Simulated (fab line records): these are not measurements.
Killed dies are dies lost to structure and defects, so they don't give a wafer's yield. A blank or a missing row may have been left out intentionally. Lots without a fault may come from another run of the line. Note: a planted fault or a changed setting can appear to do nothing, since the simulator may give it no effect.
fab line records | flow nand-harc
record: lots: 24 wafers: 72 last-day: 27
route steps=1159 shown A_SLIT@792 A_CONTACT@843
lots untouched by any fault: they come from a run of this same line in which no faults occurred
start-h: the number of hours between the record's first day and the start of the first shown wafer of the lot | wait-h: time in hours since the lot's previous step | " the same as in the row above | L1.1+2: several wafers, shown together as one row | - no value present, or no start provided | * or withheld: withheld | < > ~ a bound
route shown NAME@n: a module of which the file shows steps, and the number in the route of the first | usual: mean/standard deviation of fault-free wafers | same: alike in all rows | chamber/n: place in a boat | sites: readings site by site | _std_site: how widely they spread, as a standard deviation | _edge_site: mean of outer sites minus mean of inner sites | radius-mm: how far each site lies from the wafer's centre | mask NAME#n: copy n | behind: the last tool/chamber to shape the wafer | hold: the reason the lot was held/the length of the hold in hours/how it ended | device: the transistor (n, p or np) that didn't switch | end of line: at the end of the route, the tests of the same wafers | for a step that has no rows: nothing shown but its recipe | killed: not the wafer's yield, but the dies lost to structure and defects at the first sort | map: the dies of a wafer, with x for killed, . for not killed, _ for no die there
set.NAME: the setting the step ran with; set.NAME@STEP: the setting that earlier step ran with | model.NAME: the simulator's own value behind a step, which no gauge read
route steps across a sampled set of lots; one table per step, one row per wafer
services: from which hour (start-h, from the record's first day; less than 0 if before it) a tool's chamber was out of use, for how many hours, and why
== steps ==
step: NHARC_A_SLIT_INSPECT_11
usual: raw-defect-count: 23/11
columns lot.wafer tool chamber start-h wait-h raw-defect-count
L074.1 defect-inspect-01 - 307.30 0.0 21
L074.5 " - " " 20
L074.6 " - " " 30
L075.2 defect-inspect-02 - 336.19 0.0 45
L075.3 " - " " 47
L075.6 " - " " 36
L076.1 defect-inspect-01 - 336.35 0.0 3
L076.3 " - " " 6
L076.4 " - " " 9
L079.4 defect-inspect-01 - 336.50 0.0 10
L079.5 " - " " 10
L079.6 " - " " 7
L077.1 defect-inspect-01 - 338.14 0.0 8
L077.4 " - " " 8
L077.6 " - " " 12
L078.1 defect-inspect-02 - 338.29 0.0 25
L078.4 " - " " 28
L078.5 " - " " 32
L083.3 defect-inspect-02 - 373.21 0.0 11
L083.5 " - " " 11
L083.6 " - " " 21
L081.2 defect-inspect-02 - 373.93 0.0 26
L081.3 " - " " 11
L081.4 " - " " 15
L084.1 defect-inspect-02 - 374.92 0.0 24
L084.3 " - " " 35
L084.5 " - " " 21
L082.2 defect-inspect-02 - 375.19 0.0 22
L082.4 " - " " 27
L082.6 " - " " 28
L080.1 defect-inspect-02 - 378.83 0.0 10
L080.2 " - " " 10
L080.4 " - " " 10
L085.4 defect-inspect-02 - 386.23 0.0 31
L085.5 " - " " 25
L085.6 " - " " 27
L086.2 defect-inspect-02 - 386.37 0.0 13
L086.4 " - " " 12
L086.6 " - " " 15
L088.2 defect-inspect-02 - 386.53 0.0 32
L088.5 " - " " 26
L088.6 " - " " 31
L087.4 defect-inspect-01 - 404.78 0.0 27
L087.5 " - " " 29
L087.6 " - " " 18
L089.2 defect-inspect-01 - 405.39 0.0 9
L089.3 " - " " 6
L089.6 " - " " 14
L090.1 defect-inspect-02 - 406.65 0.0 32
L090.2 " - " " 26
L090.5 " - " " 39
L092.2 defect-inspect-02 - 421.04 0.0 33
L092.5 " - " " 29
L092.6 " - " " 35
L091.1 defect-inspect-01 - 421.69 0.0 30
L091.3 " - " " 43
L091.4 " - " " 38
L094.1 defect-inspect-02 - 482.20 0.0 15
L094.5 " - " " 16
L094.6 " - " " 21
L097.3 defect-inspect-02 - 483.50 0.0 16
L097.4 " - " " 7
L097.6 " - " " 21
L096.2 defect-inspect-01 - 484.05 0.0 37
L096.5 " - " " 39
L096.6 " - " " 38
L093.1 defect-inspect-02 - 485.53 0.0 34
L093.2 " - " " 42
L093.5 " - " " 38
L095.1 defect-inspect-01 - 494.72 0.0 14
L095.2 " - " " 17
L095.6 " - " " 18
step: NHARC_A_CONTACT_DEP_29
recipe: target-thk-a: 700 target-thk-nm: 70 temp-c: 400 pressure-torr: 3.5 flow-sccm: 200 rf-w: 350 material: SiON
usual: heater-power-w: 731/69
columns lot.wafer tool chamber start-h wait-h heater-power-w since-wet-clean-h
L074.1 pecvd-02 1 376.61 1.9 782 30
L074.5 " 1 " " 768 -
L074.6 " 2 " " 662 -
L075.2 pecvd-02 1 407.50 1.5 743 61
L075.3 " 2 " " 799 61
L075.6 " 1 " " 742 -
L076.1 pecvd-03 0 411.84 1.9 651 107
L076.3 " 1 " " 614 107
L076.4 " 0 " " 649 -
L077.1 pecvd-04 1 418.28 1.9 647 29
L077.6 " 1 " " 661 -
L077.4 " 0 " " 756 -
L079.4 pecvd-03 0 423.48 0.8 564 -
L079.6 " 1 " " 620 -
L079.5 " 2 " " 835 -
L078.1 pecvd-02 1 429.18 1.9 775 82
L078.4 " 2 " " 732 -
L078.5 " 2 " " 750 -
L082.2 pecvd-04 0 469.07 1.5 746 80
L082.6 " 2 " " 769 -
L082.4 " 0 " " 718 -
L083.3 pecvd-03 2 469.75 1.2 838 165
L083.5 " 1 " " 625 -
L083.6 " 2 " " 825 -
L084.1 pecvd-02 0 473.59 1.8 843 127
L084.3 " 0 " " 878 -
L084.5 " 2 " " 750 -
L088.2 pecvd-02 0 474.14 1.5 783 127
L088.5 " 2 " " 762 -
L088.6 " 0 " " 793 -
L080.1 pecvd-04 0 478.10 2.1 653 89
L080.2 " 1 " " 684 89
L080.4 " 0 " " 657 -
L085.4 pecvd-04 0 478.92 0.8 766 -
L085.6 " 1 " " 684 -
L085.5 " 2 " " 674 -
L081.3 pecvd-03 0 490.58 1.1 608 5
L081.2 " 2 " " 722 5
L081.4 " 1 " " 746 -
L086.2 pecvd-04 1 497.83 1.5 650 109
L086.4 " 0 " " 704 -
L086.6 " 1 " " 655 -
L087.6 pecvd-02 2 501.99 0.1 778 -
L087.4 " 0 " " 814 -
L087.5 " 1 " " 751 -
L089.2 pecvd-03 2 504.35 1.5 743 18
L089.3 " 0 " " 573 18
L089.6 " 1 " " 703 -
L091.1 pecvd-02 0 505.40 1.9 839 158
L091.3 " 1 " " 747 158
L091.4 " 1 " " 751 -
L090.1 pecvd-04 2 507.30 1.9 777 118
L090.2 " 0 " " 642 118
L090.5 " 2 " " 796 -
L092.2 pecvd-04 0 511.61 1.6 651 123
L092.6 " 2 " " 774 -
L092.5 " 1 " " 797 -
L094.1 pecvd-04 0 532.27 1.9 768 143
L094.6 " 2 " " 713 -
L094.5 " 1 " " 728 -
L093.1 pecvd-03 0 533.07 1.9 648 47
L093.2 " 1 " " 663 47
L093.5 " 0 " " 660 -
L097.3 pecvd-03 0 540.93 1.2 653 55
L097.6 " 2 " " 799 -
L097.4 " 0 " " 664 -
L096.2 pecvd-02 2 542.24 1.5 730 14
L096.5 " 2 " " 722 -
L096.6 " 0 " " 745 -
L095.1 pecvd-03 2 551.39 1.9 824 65
L095.2 " 1 " " 614 65
L095.6 " 0 " " 657 -
step: NHARC_A_CONTACT_ETCH_112
recipe: source-w: withheld pressure-mtorr: 20 bias-v: 3000 time-s: 94 target-depth-a: 9220 ar-flow-sccm: withheld c4f8-flow-sccm: withheld o2-flow-sccm: withheld chemistry: C4F8/O2/Ar
usual: oes-air-line-au: 0.997/0.021
columns lot.wafer tool chamber start-h wait-h oes-air-line-au rf-hours-counter-h
L074.1 har-cap-etch-03 1 378.85 0.2 0.991 83
L074.5 " 1 " " 1.026 -
L074.6 " 0 " " 0.981 -
L075.2 har-cap-etch-01 1 409.73 0.2 1.007 56
L075.3 " 1 " " 1.009 -
L075.6 " 1 " " 0.991 -
L076.1 har-cap-etch-02 0 414.32 0.1 1.020 11
L076.3 " 1 " " 1.001 -
L076.4 " 0 " " 0.989 -
L077.1 har-cap-etch-03 0 420.67 0.1 1.034 88
L077.4 " 0 " " 1.019 -
L077.6 " 1 " " 0.975 -
L079.4 har-cap-etch-01 0 426.04 0.2 1.007 -
L079.6 " 1 " " 1.015 -
L079.5 " 0 " " 0.985 -
L078.1 har-cap-etch-01 0 431.63 0.2 1.000 59
L078.4 " 0 " " 0.981 -
L078.5 " 1 " " 0.992 -
L082.2 har-cap-etch-01 0 471.51 0.2 0.978 62
L082.4 " 1 " " 0.996 -
L082.6 " 1 " " 0.962 -
L083.3 har-cap-etch-02 1 472.49 0.1 0.951 -
L083.6 " 0 " " 0.992 -
L083.5 " 1 " " 0.962 -
L084.1 har-cap-etch-03 1 475.99 0.2 0.978 92
L084.3 " 0 " " 0.991 -
L084.5 " 0 " " 0.987 -
L088.2 har-cap-etch-01 0 476.57 0.1 1.016 63
L088.6 " 1 " " 1.010 -
L088.5 " 0 " " 1.010 -
L080.1 har-cap-etch-01 0 480.70 0.2 0.966 64
L080.2 " 1 " " 0.969 64
L080.4 " 0 " " 1.000 -
L085.4 har-cap-etch-02 1 481.58 0.1 0.979 -
L085.6 " 0 " " 1.024 -
L085.5 " 1 " " 0.998 -
L081.2 har-cap-etch-02 0 492.94 0.2 1.005 20
L081.3 " 0 " " 0.987 -
L081.4 " 1 " " 1.027 -
L086.2 har-cap-etch-01 0 500.74 0.2 1.015 68
L086.4 " 1 " " 1.003 -
L086.6 " 1 " " 1.013 -
L087.4 har-cap-etch-02 1 504.67 0.1 1.028 -
L087.6 " 1 " " 1.015 -
L087.5 " 0 " " 1.016 -
L089.2 har-cap-etch-03 0 506.70 0.1 0.969 99
L089.3 " 0 " " 0.980 -
L089.6 " 1 " " 1.008 -
L091.1 har-cap-etch-01 0 507.67 0.2 0.964 69
L091.3 " 0 " " 1.013 -
L091.4 " 1 " " 0.998 -
L090.1 har-cap-etch-03 0 509.75 0.2 1.016 100
L090.2 " 1 " " 0.991 100
L090.5 " 1 " " 0.940 -
L092.2 har-cap-etch-03 1 513.89 0.1 1.015 101
L092.6 " 0 " " 1.013 -
L092.5 " 1 " " 0.986 -
L094.1 har-cap-etch-02 1 534.62 0.1 0.985 31
L094.5 " 0 " " 1.014 -
L094.6 " 1 " " 0.984 -
L093.2 har-cap-etch-01 1 535.30 0.2 0.981 76
L093.1 " 0 " " 1.000 76
L093.5 " 1 " " 1.033 -
L097.3 har-cap-etch-02 0 543.32 0.1 0.973 -
L097.4 " 1 " " 0.978 -
L097.6 " 0 " " 0.999 -
L096.2 har-cap-etch-01 0 544.46 0.2 1.001 77
L096.5 " 0 " " 1.001 -
L096.6 " 1 " " 0.993 -
L095.1 har-cap-etch-02 0 553.96 0.2 1.022 38
L095.2 " 1 " " 1.006 38
L095.6 " 1 " " 0.978 -
step: NHARC_A_CONTACT_ETCH_122
recipe: source-w: withheld pressure-mtorr: 20 bias-v: 3000 time-s: 95 target-depth-a: 9300 ar-flow-sccm: withheld c4f8-flow-sccm: withheld o2-flow-sccm: withheld chemistry: C4F8/O2/Ar
usual: oes-air-line-au: 0.999/0.021
columns lot.wafer tool chamber start-h wait-h oes-air-line-au rf-hours-counter-h
L074.1 har-cap-etch-03 1 379.76 0.1 1.003 84
L074.5 " 1 " " 1.007 -
L074.6 " 0 " " 0.991 -
L075.2 har-cap-etch-01 1 410.65 0.1 1.015 56
L075.3 " 1 " " 0.971 -
L075.6 " 1 " " 1.011 -
L076.1 har-cap-etch-02 0 415.23 0.1 1.023 12
L076.3 " 1 " " 0.993 -
L076.4 " 0 " " 1.007 -
L077.1 har-cap-etch-03 0 421.58 0.1 0.973 89
L077.4 " 0 " " 1.009 -
L077.6 " 1 " " 0.999 -
L079.4 har-cap-etch-01 0 427.35 0.1 0.976 -
L079.6 " 1 " " 0.986 -
L079.5 " 0 " " 0.988 -
L078.1 har-cap-etch-01 0 432.53 0.1 1.001 60
L078.4 " 0 " " 1.006 -
L078.5 " 1 " " 0.999 -
L082.2 har-cap-etch-01 0 472.42 0.1 1.051 63
L082.4 " 1 " " 0.969 -
L082.6 " 1 " " 1.002 -
L083.3 har-cap-etch-02 1 473.40 0.1 1.017 -
L083.6 " 0 " " 1.019 -
L083.5 " 1 " " 1.052 -
L084.1 har-cap-etch-03 1 476.90 0.1 0.992 93
L084.3 " 0 " " 0.992 -
L084.5 " 0 " " 0.994 -
L088.2 har-cap-etch-01 0 477.48 0.1 0.998 64
L088.6 " 1 " " 1.003 -
L088.5 " 0 " " 1.019 -
L080.1 har-cap-etch-01 0 481.91 0.1 1.000 65
L080.2 " 1 " " 0.962 65
L080.4 " 0 " " 0.974 -
L085.4 har-cap-etch-02 1 482.49 0.1 1.016 -
L085.6 " 0 " " 1.008 -
L085.5 " 1 " " 1.004 -
L081.2 har-cap-etch-02 0 493.84 0.1 1.020 21
L081.3 " 0 " " 1.029 -
L081.4 " 1 " " 1.016 -
L086.2 har-cap-etch-01 0 501.64 0.1 0.973 68
L086.4 " 1 " " 1.006 -
L086.6 " 1 " " 0.985 -
L087.4 har-cap-etch-02 1 505.57 0.1 1.000 -
L087.6 " 1 " " 0.992 -
L087.5 " 0 " " 0.963 -
L089.2 har-cap-etch-03 0 507.61 0.1 1.031 100
L089.3 " 0 " " 1.006 -
L089.6 " 1 " " 1.013 -
L091.1 har-cap-etch-01 0 508.58 0.1 1.024 70
L091.3 " 0 " " 1.022 -
L091.4 " 1 " " 1.002 -
L090.1 har-cap-etch-03 0 510.66 0.1 0.990 101
L090.2 " 1 " " 0.971 101
L090.5 " 1 " " 0.988 -
L092.2 har-cap-etch-03 1 514.80 0.1 1.040 102
L092.6 " 0 " " 1.001 -
L092.5 " 1 " " 1.036 -
L094.1 har-cap-etch-02 1 535.53 0.1 1.001 32
L094.5 " 0 " " 0.972 -
L094.6 " 1 " " 0.985 -
L093.2 har-cap-etch-01 1 536.21 0.1 1.007 77
L093.1 " 0 " " 0.956 77
L093.5 " 1 " " 1.014 -
L097.3 har-cap-etch-02 0 544.23 0.1 1.001 -
L097.4 " 1 " " 0.993 -
L097.6 " 0 " " 0.995 -
L096.2 har-cap-etch-01 0 545.37 0.1 1.052 78
L096.5 " 0 " " 0.995 -
L096.6 " 1 " " 1.012 -
L095.1 har-cap-etch-02 0 554.88 0.1 1.010 39
L095.2 " 1 " " 0.999 39
L095.6 " 1 " " 0.993 -
step: NHARC_A_CONTACT_ETCH_75
recipe: target-depth-a: 390 over-etch-frac: 0.3 time-s: 65 ion-energy-ev: 80 cf4-flow-sccm: 150 ar-flow-sccm: 0 rf-w: 300 bias-w: 100 chemistry: CF4
usual: drypump-motor-current-A: 5.6/0.4 oes-product-au: 1.000/0.0066 rf-vpp-V: 150.8/1.2 showerhead-plenum-p-Torr: 1.74/0.067 throttle-valve-pct: 13.284/0.0089
columns lot.wafer tool chamber start-h wait-h drypump-motor-current-A oes-product-au rf-hours-counter-h rf-vpp-V showerhead-plenum-p-Torr throttle-valve-pct
L074.1 rie-diel-04 1 384.46 0.2 5.9 0.996 15 150.5 1.75 13.294
L074.5 " 2 " " 5.6 1.002 - 151.5 1.74 13.292
L074.6 " 3 " " 5.0 0.992 - 150.5 1.77 13.274
L075.2 rie-diel-04 1 415.23 0.1 5.9 1.002 18 151.5 1.75 13.295
L075.3 " 2 " " 5.6 1.003 18 152.3 1.74 13.267
L075.6 " 3 " " 4.9 0.991 - 151.0 1.77 13.287
L076.4 rie-diel-13 3 420.25 0.1 6.5 1.004 47 152.9 1.89 13.296
L076.3 " 0 " " 5.4 0.996 47 151.2 1.79 13.288
L076.1 " 2 " " 5.7 0.999 48 149.3 1.66 13.275
L077.1 rie-diel-04 1 426.25 0.1 5.9 0.990 20 150.6 1.75 13.285
L077.4 " 2 " " 5.6 0.994 20 151.8 1.74 13.279
L077.6 " 0 " " 5.6 0.984 - 150.0 1.66 13.291
L079.4 rie-diel-13 1 431.87 0.1 5.3 1.001 53 150.0 1.72 13.295
L079.6 " 1 " " 5.4 1.012 - 150.4 1.72 13.282
L079.5 " 2 " " 5.7 1.007 - 151.4 1.66 13.277
L078.1 rie-diel-11 3 437.22 0.1 5.7 1.012 20 151.4 1.72 13.285
L078.4 " 2 " " 5.8 0.990 20 150.0 1.72 13.294
L078.5 " 3 " " 5.7 0.994 - 151.1 1.72 13.280
L082.4 rie-diel-04 1 477.53 0.1 5.8 1.000 0 150.8 1.75 13.280
L082.2 " 3 " " 4.9 1.002 1 151.1 1.77 13.260
L082.6 " 0 " " 5.6 0.995 - 149.6 1.66 13.269
L083.3 rie-diel-13 3 478.74 0.1 6.5 0.990 12 154.0 1.89 13.297
L083.6 " 3 " " 6.5 0.991 - 153.7 1.89 13.266
L083.5 " 0 " " 5.5 0.992 - 150.2 1.78 13.268
L084.1 rie-diel-04 2 487.33 0.1 5.6 0.998 2 150.7 1.74 13.296
L084.3 " 1 " " 5.9 1.006 1 151.2 1.75 13.268
L084.5 " 2 " " 5.7 1.002 - 151.6 1.74 13.281
L088.2 rie-diel-13 3 487.93 0.1 6.5 0.996 14 151.8 1.89 13.287
L088.6 " 3 " " 6.5 0.991 - 153.4 1.89 13.285
L088.5 " 0 " " 5.4 0.994 - 151.6 1.78 13.281
L080.2 rie-diel-04 3 496.71 0.1 5.0 1.004 5 151.9 1.77 13.287
L080.1 " 0 " " 5.5 0.995 5 148.5 1.66 13.282
L080.4 " 2 " " 5.7 0.999 - 149.9 1.74 13.293
L085.4 rie-diel-13 0 496.83 0.1 5.4 0.993 10 152.0 1.78 13.275
L085.6 " 0 " " 5.4 0.992 - 151.2 1.78 13.280
L085.5 " 1 " " 5.3 1.003 - 150.1 1.71 13.302
L081.3 rie-diel-13 0 506.05 0.1 5.4 1.000 11 151.7 1.78 13.284
L081.4 " 1 " " 5.3 1.007 18 151.0 1.71 13.277
L081.2 " 2 " " 5.7 1.005 19 150.0 1.65 13.286
L086.2 rie-diel-04 2 512.58 0.1 5.6 1.010 9 151.2 1.74 13.276
L086.4 " 3 " " 4.9 0.996 9 150.7 1.77 13.295
L086.6 " 3 " " 5.0 1.000 - 150.3 1.77 13.287
L087.4 rie-diel-11 1 514.24 0.2 5.7 1.006 46 151.6 1.77 13.283
L087.5 " 3 " " 5.7 1.011 - 151.9 1.71 13.283
L087.6 " 0 " " 5.5 1.007 - 149.1 1.65 13.272
L089.3 rie-diel-13 1 516.14 0.1 5.4 1.004 22 149.0 1.71 13.295
L089.2 " 2 " " 5.7 1.005 23 150.5 1.65 13.282
L089.6 " 2 " " 5.7 0.999 - 148.4 1.65 13.287
L091.4 rie-diel-04 1 518.23 0.1 5.9 1.001 7 151.4 1.75 13.295
L091.3 " 3 " " 4.9 0.997 10 151.4 1.77 13.281
L091.1 " 0 " " 5.6 0.992 11 148.9 1.66 13.290
L090.2 rie-diel-13 1 518.79 0.1 5.4 1.013 24 150.9 1.71 13.285
L090.1 " 0 " " 5.4 0.994 17 151.0 1.78 13.293
L090.5 " 1 " " 5.3 1.010 - 150.6 1.71 13.296
L092.2 rie-diel-04 2 520.35 0.1 5.6 1.008 10 150.2 1.74 13.286
L092.5 " 0 " " 5.6 0.989 - 149.9 1.66 13.291
L092.6 " 1 " " 5.8 0.996 - 151.5 1.75 13.274
L094.1 rie-diel-13 3 545.40 0.1 6.5 1.003 33 152.3 1.88 13.277
L094.6 " 2 " " 5.7 1.002 - 149.8 1.65 13.275
L094.5 " 3 " " 6.5 1.008 - 153.1 1.88 13.265
L093.1 rie-diel-04 0 547.32 0.1 5.6 1.003 17 149.7 1.66 13.273
L093.2 " 2 " " 5.6 1.004 15 149.9 1.74 13.289
L093.5 " 3 " " 4.9 0.999 - 149.9 1.77 13.284
L097.3 rie-diel-04 0 549.08 0.1 5.6 1.005 17 150.1 1.66 13.274
L097.4 " 3 " " 5.0 1.001 16 150.3 1.77 13.279
L097.6 " 1 " " 6.0 1.006 - 151.4 1.75 13.283
L096.2 rie-diel-04 2 550.98 0.1 5.6 1.001 16 150.1 1.74 13.277
L096.6 " 3 " " 4.9 0.990 - 151.5 1.77 13.259
L096.5 " 0 " " 5.6 0.998 - 150.9 1.66 13.282
L095.2 rie-diel-04 1 560.36 0.1 5.8 0.998 18 150.9 1.75 13.284
L095.1 " 2 " " 5.7 1.000 20 151.6 1.74 13.287
L095.6 " 1 " " 5.8 0.997 - 150.3 1.75 13.292
step: NHARC_A_CONTACT_DEP_85
recipe: target-thk-a: 500 target-thk-nm: 50 temp-c: 400 pressure-torr: 3.5 flow-sccm: 200 rf-w: 350 material: SiON
usual: heater-power-w: 720/69
columns lot.wafer tool chamber start-h wait-h heater-power-w since-wet-clean-h
L074.1 pecvd-04 0 389.84 1.1 788 1
L074.5 " 1 " " 698 -
L074.6 " 2 " " 767 -
L075.2 pecvd-03 1 421.47 0.8 564 116
L075.3 " 0 " " 600 117
L075.6 " 1 " " 576 -
L076.1 pecvd-04 1 425.61 1.0 734 37
L076.3 " 2 " " 683 37
L076.4 " 1 " " 735 -
L077.1 pecvd-03 2 431.62 1.1 847 127
L077.6 " 2 " " 855 -
L077.4 " 0 " " 631 -
L079.4 pecvd-03 1 437.43 0.5 593 -
L079.5 " 2 " " 737 -
L079.6 " 0 " " 616 -
L078.1 pecvd-04 1 442.86 1.1 678 54
L078.4 " 2 " " 697 -
L078.5 " 0 " " 774 -
L082.2 pecvd-03 0 493.74 0.9 662 8
L082.4 " 2 " " 708 -
L082.6 " 0 " " 660 -
L083.3 pecvd-04 2 493.97 0.7 758 105
L083.5 " 1 " " 708 -
L083.6 " 0 " " 638 -
L084.1 pecvd-04 1 503.15 1.1 777 114
L084.3 " 0 " " 719 114
L084.5 " 2 " " 790 -
L088.2 pecvd-02 2 503.36 0.9 788 156
L088.6 " 1 " " 712 -
L088.5 " 2 " " 787 -
L085.6 pecvd-02 1 509.40 0.1 759 -
L085.5 " 2 " " 721 -
L085.4 " 0 " " 877 -
L080.1 pecvd-04 1 510.33 1.1 696 121
L080.2 " 2 " " 650 121
L080.4 " 0 " " 653 -
L081.2 pecvd-03 1 515.42 0.8 677 29
L081.3 " 0 " " 662 29
L081.4 " 0 " " 656 -
L086.2 pecvd-04 2 519.94 0.9 746 131
L086.6 " 0 " " 636 -
L086.4 " 1 " " 697 -
L087.6 pecvd-03 1 522.36 0.1 709 -
L087.5 " 2 " " 836 -
L087.4 " 0 " " 604 -
L089.2 pecvd-04 1 522.64 0.9 757 134
L089.3 " 2 " " 729 134
L089.6 " 0 " " 726 -
L091.3 pecvd-03 1 523.64 0.7 716 38
L091.1 " 2 " " 702 38
L091.4 " 2 " " 709 -
L090.1 pecvd-04 2 524.72 1.1 699 136
L090.2 " 0 " " 685 136
L090.5 " 0 " " 700 -
L092.2 pecvd-04 0 527.32 0.8 674 138
L092.5 " 0 " " 672 -
L092.6 " 1 " " 738 -
L094.1 pecvd-03 2 551.65 1.1 677 66
L094.6 " 1 " " 719 -
L094.5 " 2 " " 676 -
L093.1 pecvd-02 1 554.48 1.1 804 26
L093.2 " 2 " " 797 26
L093.5 " 0 " " 827 -
L097.3 pecvd-04 0 556.50 0.7 667 168
L097.4 " 0 " " 686 -
L097.6 " 1 " " 764 -
L096.2 pecvd-02 2 556.75 0.9 776 29
L096.6 " 2 " " 784 -
L096.5 " 1 " " 712 -
L095.2 pecvd-02 0 566.69 0.9 831 39
L095.1 " 1 " " 770 39
L095.6 " 2 " " 769 -
== services ==
columns tool chamber start-h hours kind
rie-diel-11 - 366.68 9.0 pm
pecvd-04 - 376.00 13.0 pm
rie-diel-13 2 394.58 8.5 repair
rie-diel-04 - 403.24 0.5 repair
pecvd-02 0 421.28 39.5 repair
har-cap-etch-01 - 421.74 1.7 repair
rie-diel-04 0 442.08 2.6 repair
rie-diel-04 3 443.11 8.3 repair
rie-diel-04 3 451.85 2.1 repair
rie-diel-13 - 453.20 9.0 pm
pecvd-02 1 463.07 14.3 repair
rie-diel-04 - 465.98 9.0 pm
rie-diel-13 0 466.52 6.0 repair
pecvd-03 - 473.00 13.0 pm
pecvd-02 - 477.67 0.5 repair
rie-diel-04 1 479.75 6.5 repair
rie-diel-04 1 494.32 8.7 repair
pecvd-02 - 515.17 13.0 pm
pecvd-03 1 516.87 4.4 repair
rie-diel-11 1 517.78 3.9 repair
rie-diel-11 0 535.52 6.0 repair
har-cap-etch-03 - 545.00 17.0 pm
rie-diel-11 - 546.17 9.0 pm
pecvd-04 - 557.00 13.0 pm
== key ==
fault none
